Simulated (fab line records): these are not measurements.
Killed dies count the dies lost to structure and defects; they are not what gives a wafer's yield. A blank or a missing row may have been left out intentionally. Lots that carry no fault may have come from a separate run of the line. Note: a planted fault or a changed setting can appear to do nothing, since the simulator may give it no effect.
Code-filled problem report in 8D (eight disciplines) form    flow nand-harc    the parts of the form that need people (team, actions taken, sign-off) are left out

## 1. THE PROBLEM
A mean of 145.0 s is read at NHARC_THIN_TSV_ETCH_59 for run-length-s, taken on 1 wafer of 1 lot, against 159.7 s (standard deviation 0.34) on wafers free of any fault. Measured from the usual mean, that is -43 standard deviations.
The step: etches the open film in Cl2/BCl3, target depth 880 nm, time 138.1 s.
Seen first at day 22 22:38 on rie-metal-01, wafer L340.5. Wafers with a number at this step in the record: 39, from 13 lots. Rule for "out" (also "out of limits"): further than 4 standard deviations from the usual mean. The other wafers with a number count as sound.

## 2. WHAT IT IS; WHAT IT IS NOT
question                     is                 is not
which readings at this step  run-length-s       chamber-pressure-mTorr, drypump-motor-current-A, oes-product-au, throttle-valve-pct
which lots                   L340               L329, L330, L331, L333, L335, L337, L344, L346, L347, L348, L350, L351
which wafers of those lots   L340.5             L340.1, L340.2
read on which tools          rie-metal-01       rie-metal-02, rie-metal-03
when                         from day 22 22:38  up to then (20 sound wafers); but 18 sound wafers of L344, L346, L347, L348, L350, L351 came after

## 3. WHAT RULES OUT EACH SUSPECT
Counting: any tool at a process step up to the reading remains a suspect provided it ran every lot that is out. Sound lots after the first of them don't rule it out here, since some wafers of a struck lot are sound.
- rie-diel-12 at NHARC_A_M1_STRIP_18 (strips in N2/H2): kept. It ran the lot that is out, L340 (day 21 18:42); its last sound lot up to then is L337 (day 20 01:18).
- pvd-sputter-02 at NHARC_THIN_TSV_PRE_CLEAN_54 (time 30 s): kept. It ran the lot that is out, L340 (day 22 21:23); its last sound lot up to then is L333 (day 19 09:13).
- rie-metal-01 at NHARC_THIN_TSV_ETCH_59 (etches the open film in Cl2/BCl3, target depth 880 nm, time 138.1 s): kept. It ran the lot that is out, L340 (day 22 22:38); its last sound lot up to then is L333 (day 19 10:28). On those wafers its own readings are out: run-length-s.
- In rie-diel-12 at NHARC_A_M1_STRIP_18, the wafers that are out were processed in chamber 1 and their sound lot-mates in chambers 2, 3.
After the count, these remain: rie-diel-12 at NHARC_A_M1_STRIP_18, pvd-sputter-02 at NHARC_THIN_TSV_PRE_CLEAN_54 and rie-metal-01 at NHARC_THIN_TSV_ETCH_59.

## 4. THE CAUSE (what the simulator had put in)
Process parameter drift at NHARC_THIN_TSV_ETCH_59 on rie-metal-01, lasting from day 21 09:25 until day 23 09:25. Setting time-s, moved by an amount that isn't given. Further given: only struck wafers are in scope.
Counting left 3 suspects, and this tool is among them.

## 5. THE CHAIN OF EFFECTS, in route order
Each row: a reading whose mean over the struck wafers that have a number lies more than 3 standard deviations from the usual. Scope: only readings with a usual standard deviation given in the record; hours: median across lots of the time from each lot's start at the first step in this table that gives one to its start at this step; sigmas: change in usual standard deviations.
hours  step                    reading       usual    on struck wafers  change  sigmas
0      NHARC_THIN_TSV_ETCH_59  run-length-s  159.7 s  145.0             -14.7   -43
Its process steps:
- NHARC_THIN_TSV_ETCH_59: etches the open film in Cl2/BCl3, target depth 880 nm, time 138.1 s.
Later steps that measure or inspect, where all struck wafers having a row at the step show a number for every such reading and not one has moved that far: NHARC_THIN_TSV_CD_MEAS_37.

## 6. WHAT WOULD HAVE CAUGHT IT SOONER
In this record the first reading out of limits was taken at day 22 22:38, 37 hours after the fault began at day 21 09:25.
